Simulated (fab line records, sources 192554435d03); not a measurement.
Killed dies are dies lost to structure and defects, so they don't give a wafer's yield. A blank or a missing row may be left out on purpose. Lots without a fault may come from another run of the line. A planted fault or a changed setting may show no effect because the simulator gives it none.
fab line records | flow n5_finfet
record lots=5 wafers=15 last_day=17
route steps=1938 shown BEOL_M14@1752 PASSIVATION@1936
lots that met no fault: from a run of the same line without faults
start_h: hours from the record's first day to the start of the lot's first wafer shown | wait_h: hours since the lot's step before | " the same as in the row above | L1.1+2: a row that stands for several wafers | - no value, or no start given | * or withheld: withheld | < > ~ a bound
route shown NAME@n: a module of which the file shows steps, and the number in the route of the first | usual: mean/standard deviation of fault-free wafers | same: alike in all rows | chamber/n: place in a boat | sites: the reading at each site | _std_site: their standard deviation | _edge_site: outer sites' mean less inner sites' | radius_mm: how far each site lies from the wafer's centre | mask NAME#n: copy n | behind: the tool/chamber that last shaped the wafer | hold: why the lot was held/for how many hours/how that ended | device: the transistor (n, p or np) that didn't switch | end of line: the same wafers' tests at the end of the route | a step without rows: its recipe alone | killed: dies lost to structure and defects at the first sort, not the wafer's yield | map: a wafer's dies, x killed, . not, _ none there
set.NAME: the setting as run; set.NAME@STEP: as run at that earlier step | model.NAME: the simulator's own value behind a step, which no gauge read
lots at some steps of the route; a table a step, a row a wafer
services: from which hour (start_h, from the record's first day; less than 0 if before it) a tool's chamber was out of use, for how many hours, and why
## steps
# step N5_BEOL_M14_STRIP_69
# recipe chemistry=N2/H2 temp_c=40 n2_flow_sccm=200 h2_flow_sccm=200 rf_frequency_hz=6e+07
# step N5_BEOL_M14_TRENCH_ETCH_34
# recipe chemistry=C4F8/O2/Ar target=SiO2 target_depth_a=5566.5 mask_material=SOC he_inner_torr=15 he_outer_torr=30 time_s=126.9 ion_energy_ev=800 pressure_mtorr=20 source_w=1905 bias_w=2040 Ar_flow_sccm=400 C4F8_flow_sccm=16 O2_flow_sccm=12
# usual drypump_motor_current_A=5.5/0.51 oes_ar_750_au=0.79/0.09 oes_product_au=0.79/0.095 rf_vpp_V=2230/35 showerhead_plenum_p_Torr=3.45/0.12 throttle_valve_pct=30.87/0.18
# columns lot.wafer tool chamber start_h wait_h drypump_motor_current_A oes_ar_750_au oes_product_au rf_hours_counter_h rf_vpp_V showerhead_plenum_p_Torr throttle_valve_pct
L828.1 rie_diel-04 0 246.65 0.0 5.5 0.96 0.98 9 2162 3.52 30.68
L828.2 " 3 " " 5.4 0.95 0.95 20 2232 3.52 30.75
L828.6 " 2 " " 5.7 0.78 0.79 - 2275 3.32 30.93
L831.1 rie_diel-01 0 271.54 0.0 5.7 0.78 0.78 124 2200 3.31 30.54
L831.2 " 3 " " 5.9 0.74 0.73 162 2266 3.42 31.00
L831.4 " 2 " " 5.0 0.90 0.90 34 2211 3.61 30.73
L834.2 rie_diel-01 0 302.72 0.0 5.7 0.78 0.76 135 2200 3.31 30.56
L834.5 " 1 " " 5.1 0.94 0.96 - 2228 3.66 30.87
L834.6 " 2 " " 5.0 0.89 0.89 - 2211 3.60 30.74
L845.1 rie_diel-03 0 363.72 0.0 5.1 0.81 0.80 116 2288 3.61 30.90
L845.2 " 1 " " 6.4 0.70 0.69 245 2236 3.25 30.59
L845.6 " 1 " " 6.4 0.70 0.68 - 2237 3.25 30.59
L848.2 rie_diel-03 3 390.86 0.0 4.8 0.72 0.71 188 2190 3.41 31.03
L848.3 " 0 " " 5.1 0.79 0.79 125 2288 3.60 30.89
L848.5 " 3 " " 4.8 0.71 0.70 - 2192 3.41 30.99
# step N5_BEOL_M14_STRIP_70
# recipe chemistry=C4F8/O2/Ar resist=SiARC rf_frequency_hz=6e+07
# step N5_BEOL_M14_OCD_MEAS_35
# usual trench_depth_nm=554/13
# columns lot.wafer tool chamber start_h wait_h trench_depth_nm
L828.1 ocd-01 - 246.80 0.0 578
L828.2 " - " " 575
L828.6 " - " " 558
L831.1 ocd-01 - 271.69 0.0 547
L831.2 " - " " 534
L831.4 " - " " 555
L834.2 ocd-01 - 302.87 0.0 544
L834.5 " - " " 570
L834.6 " - " " 563
L845.1 ocd-02 - 363.88 0.0 556
L845.2 " - " " 547
L845.6 " - " " 546
L848.2 ocd-01 - 391.01 0.0 552
L848.3 " - " " 544
L848.5 " - " " 550
# step N5_BEOL_M14_STRIP_37
# recipe chemistry=O2 power_w=600 temp_c=60 pressure_mtorr=30 rf_frequency_hz=6e+07 bias_power_w=0 overash_fraction=0.3 o2_flow_sccm=225
# step N5_BEOL_M14_ETCH_38
# recipe chemistry=CF4/N2 target=SiCN target_depth_a=1065 taper_deg=2 time_s=120.6 ion_energy_ev=150 mask_material=SiO2 pressure_mtorr=40 source_w=430 bias_w=70 Ar_flow_sccm=100 cf4_flow_sccm=60 n2_flow_sccm=60
# usual drypump_motor_current_A=5.5/0.51 oes_product_au=0.80/0.093 rf_vpp_V=382.7/2.2 showerhead_plenum_p_Torr=2.22/0.086 throttle_valve_pct=15.44/0.18
# columns lot.wafer tool chamber start_h wait_h drypump_motor_current_A oes_product_au rf_hours_counter_h rf_vpp_V showerhead_plenum_p_Torr throttle_valve_pct
L828.1 rie_diel-03 3 - - 4.8 0.76 141 383.2 2.21 15.64
L828.2 " 1 " " 6.4 0.72 206 379.1 2.11 15.43
L828.6 " 0 " " 5.1 0.83 - 385.0 2.34 15.35
L831.1 rie_diel-03 2 - - 6.2 0.69 209 383.4 2.19 15.60
L831.2 " 1 " " 6.3 0.73 212 380.1 2.11 15.46
L831.4 " 2 " " 6.2 0.70 - 382.0 2.19 15.59
L834.2 rie_diel-03 1 - - 6.3 0.71 224 380.1 2.10 15.47
L834.5 " 0 " " 5.1 0.84 - 384.2 2.33 15.39
L834.6 " 1 " " 6.3 0.71 - 380.8 2.10 15.48
L845.1 rie_diel-01 2 - - 5.0 0.85 67 385.5 2.31 15.42
L845.2 " 1 " " 5.1 0.90 33 385.5 2.35 15.31
L845.6 " 1 " " 5.1 0.90 - 385.3 2.35 15.32
L848.2 rie_diel-03 3 - - 4.8 0.71 189 382.0 2.19 15.74
L848.3 " 2 " " 6.2 0.66 253 382.6 2.18 15.66
L848.5 " 3 " " 4.8 0.71 - 382.7 2.19 15.77
# step N5_BEOL_M14_PRECLEAN_39
# recipe chemistry=residue_remover time_s=60 temp_c=40
# step N5_BEOL_M14_SRD_40
# recipe time_s=30 temp_c=23 rinse_liquid=diw dry=n2_spin spin_rpm=1500 dry_time_s=30
# step N5_BEOL_M14_DEGAS_41
# recipe ambient=vacuum temp_c=300 time_s=60
# usual heater_power_w=475/42
# columns lot.wafer tool chamber start_h wait_h heater_power_w
L828.1 pvd_sputter-02 - 252.25 0.0 472
L828.2 " - " " 473
L828.6 " - " " 486
L831.1 pvd_sputter-01 - 272.68 0.5 534
L831.2 " - " " 455
L831.4 " - " " 424
L834.2 pvd_sputter-02 - 305.67 0.2 499
L834.5 " - " " 480
L834.6 " - " " 467
L845.1 pvd_sputter-01 - 366.74 0.4 421
L845.2 " - " " 537
L845.6 " - " " 434
L848.2 pvd_sputter-01 - 392.16 0.2 403
L848.3 " - " " 541
L848.5 " - " " 425
# step N5_BEOL_M14_PRE_CLEAN_42
# recipe gas=H2/He time_s=30 temp_c=300
# usual heater_power_w=475/41
# columns lot.wafer tool chamber start_h wait_h heater_power_w
L828.1 pvd_sputter-02 - 252.29 0.0 470
L828.2 " - " " 469
L828.6 " - " " 485
L831.1 pvd_sputter-01 - 272.72 0.0 532
L831.2 " - " " 456
L831.4 " - " " 436
L834.2 pvd_sputter-02 - 305.71 0.0 514
L834.5 " - " " 481
L834.6 " - " " 477
L845.1 pvd_sputter-01 - 366.78 0.0 420
L845.2 " - " " 531
L845.6 " - " " 441
L848.2 pvd_sputter-01 - 392.20 0.0 421
L848.3 " - " " 524
L848.5 " - " " 431
# step N5_BEOL_M14_SPUTTER_43
# recipe material=TaN target_thk_a=150 temp_c=50 bias_v=168.6 power_w=15000 chamber_pressure_pa=0.12 time_s=24.19
# step N5_BEOL_M14_SPUTTER_44
# recipe material=Ta target_thk_a=150 temp_c=50 bias_v=80 power_w=15000 chamber_pressure_pa=0.07 time_s=24.19
# usual cathode_dc_power_W=15000/2.7 chamber_pressure_pa=0.06999/0.00015 throttle_valve_pct=29.9/1.1
# columns lot.wafer tool chamber start_h wait_h cathode_dc_power_W chamber_pressure_pa throttle_valve_pct
L828.1 pvd_sputter-02 - 252.41 0.0 15004 0.06988 29.9
L828.2 " - " " 15000 0.06975 29.2
L828.6 " - " " 15001 0.06996 29.5
L831.1 pvd_sputter-01 - 272.84 0.0 14999 0.06993 28.9
L831.2 " - " " 14996 0.07 30.5
L831.4 " - " " 15001 0.06993 30.5
L834.2 pvd_sputter-02 - 305.83 0.0 14998 0.07008 32.8
L834.5 " - " " 14997 0.06992 29.8
L834.6 " - " " 14997 0.07009 29.8
L845.1 pvd_sputter-01 - 366.90 0.0 15000 0.06981 30.4
L845.2 " - " " 14999 0.07003 29.1
L845.6 " - " " 14998 0.07004 30.9
L848.2 pvd_sputter-01 - 392.32 0.0 15002 0.06999 29.0
L848.3 " - " " 14998 0.0702 29.1
L848.5 " - " " 14999 0.06992 30.2
# step N5_BEOL_M14_SPUTTER_45
# recipe material=Cu target_thk_a=1000 temp_c=-20 bias_v=60 power_w=26000 chamber_pressure_pa=0.13 time_s=16.67
# usual cathode_dc_power_W=26001/4.7 chamber_pressure_pa=0.13005/0.00027 throttle_valve_pct=29.9/1
# columns lot.wafer tool chamber start_h wait_h cathode_dc_power_W chamber_pressure_pa throttle_valve_pct
L828.1 pvd_sputter-02 - 252.49 0.0 25999 0.13014 29.6
L828.2 " - " " 26003 0.1297 29.0
L828.6 " - " " 26006 0.12995 29.6
L831.1 pvd_sputter-01 - 272.92 0.0 26003 0.1303 29.0
L831.2 " - " " 26004 0.13004 30.9
L831.4 " - " " 26003 0.13013 29.9
L834.2 pvd_sputter-02 - 305.91 0.0 20893 0.13021 32.8
L834.5 " - " " 25999 0.13001 29.8
L834.6 " - " " 26001 0.12988 29.6
L845.1 pvd_sputter-01 - 366.98 0.0 25991 0.12938 29.9
L845.2 " - " " 26007 0.12978 29.0
L845.6 " - " " 26008 0.13042 30.5
L848.2 pvd_sputter-01 - 392.40 0.0 26008 0.12996 28.8
L848.3 " - " " 25989 0.12981 29.4
L848.5 " - " " 25994 0.13036 30.3
# step N5_BEOL_M14_ECD_47
# recipe material=Cu target_thk_a=12480
# step N5_PASSIVATION_PROBE_49
# usual defect_limited_yield=91.7/1.2 killed_at_M0_to_M3=33/9.5 killed_at_M4_up=13/4.9 killed_at_contacts=13/6.6 killed_at_front_end=36/11 killed_at_other=3.0/2.6 killed_dies=97/14 killed_open=65/11 killed_short=31/6.6 sort_bin_5_function=4.8/0.82 sort_bin_6_memory=3.1/0.58 sort_bin_8_speed=0.00/0.02 sort_n_pass=1083/14 sort_yield_pct=91.7/1.2
# same gross_dies=1180 killed_at_back_side=0 sort_bin_4_leakage[%]=0
# columns lot.wafer tool chamber start_h wait_h defect_limited_yield[%] killed_at_M0_to_M3 killed_at_M4_up killed_at_contacts killed_at_front_end killed_at_other killed_dies killed_open killed_short sort_bin_5_function[%] sort_bin_6_memory[%] sort_bin_8_speed[%] sort_n_pass sort_yield_pct[%]
L828.1 prober-02 - 278.57 0.0 90.7 42 11 4 46 7 110 78 31 5.8 3.1 0 1070 90.7
L828.2 prober-02 - 278.62 0.1 90.6 31 24 16 33 7 111 78 29 5.8 3.3 0 1069 90.6
L828.6 prober-02 - 278.82 0.3 91.0 37 18 12 36 3 106 75 29 5.3 3.6 0 1074 91.0
L831.1 prober-02 - 294.03 0.0 91.1 32 18 6 45 4 105 66 38 5.3 3.1 0 1075 91.1
L831.2 prober-02 - 294.08 0.1 90.8 34 11 15 38 11 109 70 39 5.1 3.9 0 1071 90.8
L831.4 prober-02 - 294.18 0.2 92.2 23 18 10 37 4 92 69 23 4.5 3.0 0 1088 92.2
L834.2 prober-01 - 329.21 0.1 92.2 37 16 5 34 0 92 59 28 4.9 2.8 0 1088 92.2
L834.5 prober-01 - 329.36 0.2 91.8 34 10 16 36 1 97 63 31 5.3 2.5 0 1083 91.8
L834.6 prober-01 - 329.41 0.3 89.7 51 8 24 32 7 122 87 34 5.9 4.2 0 1058 89.7
L845.1 prober-01 - 391.98 0.0 91.9 22 17 14 37 5 95 67 28 5.0 2.8 0 1085 91.9
L845.2 prober-01 - 392.03 0.1 92.8 22 11 12 38 2 85 46 34 3.8 3.1 0 1095 92.8
L845.6 prober-01 - 392.23 0.3 91.2 41 11 10 41 1 104 68 31 5.5 3.1 0.17 1074 91.0
L848.2 prober-02 - 415.31 0.1 91.5 42 11 20 25 2 100 66 30 5.1 3.2 0 1080 91.5
L848.3 prober-02 - 415.36 0.1 93.1 22 12 10 37 1 82 52 30 4.2 2.5 0 1098 93.1
L848.5 prober-02 - 415.46 0.2 91.6 30 12 15 36 6 99 72 26 4.4 3.6 0 1081 91.6
# killed by level:class
L828.1 BEOL_M3:geometric_particle:open=20 FIN_SAQP:geometric_particle:short=12 FIN_SAQP:geometric_particle:open=11 STI_FIN_REVEAL:geometric_particle:open=9 BEOL_M0_SAQP:geometric_particle:open=5 BEOL_M1:geometric_particle:open=5 BEOL_M2:geometric_particle:open=5 MOL_CONTACT_COAG:geometric_particle:open=4
L828.2 MOL_CONTACT_COAG:geometric_particle:open=15 FIN_SAQP:geometric_particle:open=9 FIN_SAQP:geometric_particle:short=9 BEOL_M4:geometric_particle:open=9 BEOL_M0_SAQP:geometric_particle:open=7 BEOL_M2:geometric_particle:open=6 BEOL_M3:geometric_particle:open=6 STI_FIN_REVEAL:geometric_particle:open=5
L828.6 MOL_CONTACT_COAG:geometric_particle:open=10 BEOL_M4:geometric_particle:open=8 FIN_SAQP:geometric_particle:open=7 GATE_CUT:geometric_particle:open=7 BEOL_M3:geometric_particle:open=7 STI_FIN_REVEAL:geometric_particle:open=6 BEOL_M0_SAQP:geometric_particle:short=6 BEOL_M0_SAQP:geometric_particle:open=6
L831.1 DUMMY_GATE:geometric_particle:open=11 BEOL_M4:geometric_particle:open=9 FIN_SAQP:geometric_particle:short=8 STI_FIN_REVEAL:geometric_particle:open=8 BEOL_M0_SAQP:geometric_particle:short=7 BEOL_M0_SAQP:geometric_particle:open=7 FIN_SAQP:geometric_particle:open=6 BEOL_M2:geometric_particle:open=6
L831.2 BEOL_M0_SAQP:geometric_particle:open=10 MOL_CONTACT_COAG:geometric_particle:open=10 BEOL_M0_SAQP:geometric_particle:short=7 FIN_SAQP:geometric_particle:short=6 STI_FIN_REVEAL:geometric_particle:open=6 DUMMY_GATE:geometric_particle:open=6 FIN_SAQP:geometric_particle:open=5 MOL_CONTACT_COAG:geometric_particle:short=5
L831.4 FIN_SAQP:geometric_particle:open=8 MOL_CONTACT_COAG:geometric_particle:open=8 BEOL_M2:geometric_particle:open=7 BEOL_M4:geometric_particle:open=7 DUMMY_GATE:geometric_particle:open=6 STI_FIN_REVEAL:geometric_particle:open=5 BEOL_M0_SAQP:geometric_particle:open=5 BEOL_M0_SAQP:geometric_particle:short=4
L834.2 BEOL_M0_SAQP:geometric_particle:short=8 BEOL_M0_SAQP:geometric_particle:open=8 BEOL_M1:geometric_particle:open=7 FIN_SAQP:geometric_particle:short=6 FIN_SAQP:geometric_particle:open=5 GATE_CUT:geometric_particle:open=5 BEOL_M14:interface_void_opened=5 BEOL_M3:geometric_particle:open=5
L834.5 FIN_SAQP:geometric_particle:open=18 MOL_CONTACT_COAG:geometric_particle:open=14 BEOL_M3:geometric_particle:open=12 FIN_SAQP:geometric_particle:short=11 BEOL_M0_SAQP:geometric_particle:short=9 BEOL_M4:geometric_particle:open=4 BEOL_M2:geometric_particle:open=3 MOL_CONTACT_COAG:geometric_particle:short=2
L834.6 MOL_CONTACT_COAG:geometric_particle:open=19 FIN_SAQP:geometric_particle:open=14 BEOL_M0_SAQP:geometric_particle:open=11 BEOL_M2:geometric_particle:open=10 BEOL_M3:geometric_particle:open=10 BEOL_M1:geometric_particle:open=9 MOL_CONTACT_COAG:geometric_particle:short=5 BEOL_M0_SAQP:geometric_particle:short=5
L845.1 STI_FIN_REVEAL:geometric_particle:open=11 BEOL_M4:geometric_particle:open=10 MOL_CONTACT_COAG:geometric_particle:short=7 MOL_CONTACT_COAG:geometric_particle:open=7 BEOL_M2:geometric_particle:open=5 DUMMY_GATE:geometric_particle:open=4 BEOL_M0_SAQP:geometric_particle:short=4 BEOL_M0:geometric_particle:open=4
L845.2 BEOL_M0_SAQP:geometric_particle:short=11 MOL_CONTACT_COAG:geometric_particle:open=10 GATE_CUT:geometric_particle:open=6 FIN_SAQP:geometric_particle:short=5 GATE_CUT:geometric_particle:short=4 BEOL_M0_SAQP:geometric_particle:open=4 BEOL_M4:geometric_particle:open=4 FIN_SAQP:geometric_particle:open=3
L845.6 BEOL_M0_SAQP:geometric_particle:short=13 BEOL_M0_SAQP:geometric_particle:open=9 MOL_CONTACT_COAG:geometric_particle:open=8 BEOL_M2:geometric_particle:open=8 STI_FIN_REVEAL:geometric_particle:open=7 DUMMY_GATE:geometric_particle:open=7 FIN_SAQP:geometric_particle:open=6 BEOL_M0:geometric_particle:open=6
L848.2 MOL_CONTACT_COAG:geometric_particle:open=18 BEOL_M2:geometric_particle:open=14 BEOL_M1:geometric_particle:open=8 DUMMY_GATE:geometric_particle:open=6 STI_FIN_REVEAL:geometric_particle:open=5 BEOL_M2:geometric_particle:short=5 DUMMY_GATE:geometric_particle:short=4 BEOL_M0:geometric_particle:short=4
L848.3 STI_FIN_REVEAL:geometric_particle:open=7 MOL_CONTACT_COAG:geometric_particle:open=7 BEOL_M1:geometric_particle:open=6 BEOL_M2:geometric_particle:open=6 FIN_SAQP:geometric_particle:short=5 FIN_SAQP:geometric_particle:open=5 BEOL_M4:geometric_particle:open=3 STI_FIN_REVEAL:geometric_particle:short=3
L848.5 MOL_CONTACT_COAG:geometric_particle:open=13 DUMMY_GATE:geometric_particle:open=12 BEOL_M1:geometric_particle:open=10 BEOL_M4:geometric_particle:open=7 FIN_SAQP:geometric_particle:short=6 BEOL_M3:geometric_particle:open=6 BEOL_M2:geometric_particle:open=5 FIN_SAQP:geometric_particle:open=4
## services
# columns tool chamber start_h hours kind
rie_diel-04 1 244.41 8.5 repair
rie_diel-03 - 245.05 0.2 repair
rie_diel-01 1 257.18 - clean
rie_diel-01 1 257.18 - consumable_replace:focus_ring
rie_diel-01 1 257.18 - consumable_replace:showerhead
rie_diel-01 1 257.18 13.3 scheduled_down
rie_diel-01 1 257.18 13.3 vent_cycle
rie_diel-04 2 301.40 10.4 repair
rie_diel-04 0 305.53 5.1 repair
pvd_sputter-02 - 339.95 2.2 repair
rie_diel-01 3 348.02 13.9 repair
rie_diel-04 1 359.79 - clean
rie_diel-04 1 359.79 - consumable_replace:focus_ring
rie_diel-04 1 359.79 16.8 scheduled_down
rie_diel-04 1 359.79 16.8 vent_cycle
rie_diel-03 1 366.23 4.5 repair
rie_diel-04 - 377.07 2.3 repair
pvd_sputter-01 - 377.90 0.6 repair
rie_diel-03 1 385.11 - clean
rie_diel-03 1 385.11 - consumable_replace:focus_ring
rie_diel-03 1 385.11 12.6 scheduled_down
rie_diel-03 1 385.11 12.6 vent_cycle
## key
first_sign step=N5_BEOL_M14_SPUTTER_45 reading=cathode_dc_power_W direction=down sigmas=99+ usual=* struck=*
effect none on later readings
met_at N5_BEOL_M14_SPUTTER_45
struck_wafers L834.2
fault kind=process_parameter_drift tool=pvd_sputter-02 chamber=- onset_h=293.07 steps=N5_BEOL_M14_SPUTTER_45 channel=power_w offset=* shape=step end_h=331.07 acts_in=* stated=* scope=struck_wafers_only
